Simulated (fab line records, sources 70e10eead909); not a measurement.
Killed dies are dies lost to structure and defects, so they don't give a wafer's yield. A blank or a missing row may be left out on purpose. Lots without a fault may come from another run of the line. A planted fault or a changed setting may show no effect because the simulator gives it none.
One fault seen from 2 desks | flow nand_harc | each desk has only its own numbers; what lay behind them comes last

THE METROLOGY DESK
What the gauges read, lot by lot, whatever tool the lot ran on: means of the sampled wafers that have a number. A lot is out of limits, marked OUT, if its mean lies more than 4 standard deviations from the usual mean; the brackets give that distance.
Columns: A = cd_nm at NHARC_A_CHANNEL_HOLE_D1_CD_MEAS_18, usual 98.4 nm
lot  | first seen here | A
L154 | day 8 15:09     | 97.6
L155 | day 8 16:22     | 99.8
L156 | day 9 09:59     | 99.8
L157 | day 9 15:08     | 99.3
L158 | day 9 22:13     | 98.5
L159 | day 10 12:56    | 98.4
L166 | day 13 05:14    | 101.2
L165 | day 13 05:27    | 96.1
L171 | day 15 11:13    | 98.2
L172 | day 16 01:27    | 97.0
L173 | day 16 05:07    | 97.7
L176 | day 17 18:23    | 97.6
L177 | day 17 19:11    | 98.9
This desk's finding: nothing out of limits on any of the 13 lots.

THE TOOL OWNER'S DESK: ald_hk-02
The tool's own readings at NHARC_A_CHANNEL_FILL_D1_ALD_02 (deposits SiO2, target thk 6 nm, pulse time 10 s, ald cycles 60): means of the sampled wafers that have a number, for each lot that ran on this tool. A lot is out of limits, marked OUT, if its mean lies more than 4 standard deviations from the usual mean; the brackets give that distance.
Columns: A = heater_power_w at NHARC_A_CHANNEL_FILL_D1_ALD_02, usual 456 W; B = precursor_pulse_height_rel at NHARC_A_CHANNEL_FILL_D1_ALD_02, usual 1.000
lot  | first seen here | A   | B
L154 | day 9 00:05     | 433 | 0.979
L155 | day 9 02:58     | 436 | 1.024
L166 | day 13 13:47    | 450 | 1.015
L165 | day 13 15:04    | 428 | 1.009
This desk's finding: nothing out of limits on any of the 4 lots.

PUT TOGETHER
The metrology desk saw nothing out of limits.
The tool owner's desk saw nothing out of limits.

WHAT THE SIMULATOR HAD PUT IN
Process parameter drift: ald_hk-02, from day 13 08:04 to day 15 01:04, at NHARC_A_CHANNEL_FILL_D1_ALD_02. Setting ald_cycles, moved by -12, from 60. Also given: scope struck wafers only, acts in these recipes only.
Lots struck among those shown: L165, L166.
